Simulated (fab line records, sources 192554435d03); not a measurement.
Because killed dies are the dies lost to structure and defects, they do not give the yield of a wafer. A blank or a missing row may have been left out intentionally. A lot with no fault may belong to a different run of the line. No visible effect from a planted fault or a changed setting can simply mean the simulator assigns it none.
Split-lot study + flow n5-finfet + 21 wafers read from 7 lots, route of 1938 steps

== ABOUT THE SPLIT ==
At N5_SD_ACTIVATION_LSA_01 (time 0.0008 s), the setting temp-c was moved away from the recipe's 1080 C on 7 of the 21 wafers read, by -1.2% to +2.3%. This setting was run at the recipe's value on the other wafers.

The file shows no step between the split and the reading.

== THE READING ==
RS_SD_N in ohm/sq, measured at N5_SD_ACTIVATION_RS_MEAS_03 by four-point-probe. Fault-free wafers of this fab line usually give 22.0 ohm/sq, standard deviation 0.31 ohm/sq.

| wafer  | tool, chamber at the split | temp-c as run, C | against the recipe | RS_SD_N, ohm/sq | against lot-mates on the recipe |
|--------|----------------------------|------------------|--------------------|-----------------|---------------------------------|
| L075.1 | laser-anneal-02, 0         | 1080             | recipe             | 21.6            | -                               |
| L075.3 | laser-anneal-02, 0         | 1080             | recipe             | 21.9            | -                               |
| L075.4 | laser-anneal-02, 0         | 1080             | recipe             | 21.5            | -                               |
| L079.1 | laser-anneal-02, 0         | 1097             | +1.6%              | 20.4            | -1.8                            |
| L079.2 | laser-anneal-02, 0         | 1080             | recipe             | 22.2            | -                               |
| L079.5 | laser-anneal-02, 0         | 1097             | +1.6%              | 20.5            | -1.7                            |
| L082.1 | laser-anneal-01, 0         | 1080             | recipe             | 22.3            | -                               |
| L082.3 | laser-anneal-01, 0         | 1080             | recipe             | 22.4            | -                               |
| L082.5 | laser-anneal-01, 0         | 1080             | recipe             | 22.2            | -                               |
| L083.1 | laser-anneal-02, 0         | 1080             | recipe             | 22.0            | -                               |
| L083.2 | laser-anneal-02, 0         | 1104             | +2.2%              | 19.5            | -2.5                            |
| L083.4 | laser-anneal-02, 0         | 1104             | +2.2%              | 19.5            | -2.5                            |
| L087.1 | laser-anneal-02, 0         | 1067             | -1.2%              | 23.9            | +1.9                            |
| L087.4 | laser-anneal-02, 0         | 1080             | recipe             | 22.0            | -                               |
| L087.6 | laser-anneal-02, 0         | 1067             | -1.2%              | 23.3            | +1.3                            |
| L096.1 | laser-anneal-01, 0         | 1080             | recipe             | 21.9            | -                               |
| L096.5 | laser-anneal-01, 0         | 1080             | recipe             | 22.0            | -                               |
| L096.6 | laser-anneal-01, 0         | 1105             | +2.3%              | 19.4            | -2.6                            |
| L097.1 | laser-anneal-02, 0         | 1080             | recipe             | 22.1            | -                               |
| L097.5 | laser-anneal-02, 0         | 1080             | recipe             | 22.3            | -                               |
| L097.6 | laser-anneal-02, 0         | 1080             | recipe             | 22.3            | -                               |

FIT RESULTS
A straight line over all 21 wafers: RS_SD_N changes by -1.15 ohm/sq for each +1% of temp-c; r = -0.98; the points scatter about the line by 0.25 ohm/sq.
The same after taking each lot's own level away (the mean of its wafers on the recipe; 21 wafers): -1.15 ohm/sq for each +1%; r = -0.99; scatter 0.15 ohm/sq.
That fit puts the effect of the largest move of temp-c on the reading at 2.7 ohm/sq.
Across the lots, their own levels run from 21.67 to 22.30 ohm/sq, a range of 2.0 times the standard deviation given above.
The two slopes are in agreement: the lot-to-lot level therefore moves the slope only a little.
Check: with one of the wafers moved furthest among these (+2.3%) left out of the fit, the line predicts -2.66 ohm/sq for it against its lot-mates. It came out at -2.55 ohm/sq against them.
Tool readings at the split's step, against how far the setting was moved: wafer_temp_C_max r = +1.00.

== ADDITIONAL SPLITS CARRIED BY THESE WAFERS ==
Note: prior to the reading, these wafers also went through further splits. Each is held against what the fit with the lots' levels taken away leaves over:
| other split on the same wafers        | wafers away from the commonest value | r with RS_SD_N (lot level and that fit taken away) |
|---------------------------------------|--------------------------------------|----------------------------------------------------|
| N5_WELL_APT_PEB_23 peb-time-s         | 7                                    | -0.11                                              |
| N5_WELL_APT_DESCUM_30 time-s          | 6                                    | +0.14                                              |
| N5_FIN_SAQP_PEB_14 peb-time-s         | 5                                    | -0.11                                              |
| N5_FIN_SAQP_SPACER1_ALD_24 ald-cycles | 6                                    | -0.02                                              |
| N5_DUMMY_GATE_HM_DEP_06 time-s        | 12                                   | -0.19                                              |
| N5_SD_EPI_N_ETCH_16 target-depth-a    | 7                                    | +0.03                                              |

== THE WHOLE CHAIN: every reading that the file lists as answering this split, in the file's order ==
| step                        | what it does                 | reading          | change (the file's fit)              | r (the file's) |
|-----------------------------|------------------------------|------------------|--------------------------------------|----------------|
| N5_SD_ACTIVATION_LSA_01     | time 0.0008 s                | wafer_temp_C_max | withheld for each +1% of the setting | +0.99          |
| N5_SD_ACTIVATION_RS_MEAS_03 | measures by four-point-probe | RS_SD_N          | -1.14 for each +1% of the setting    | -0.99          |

== THE FILE'S OWN FIT ==
RS_SD_N changes by -1.14 ohm/sq for each +1% of temp-c, r = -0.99.
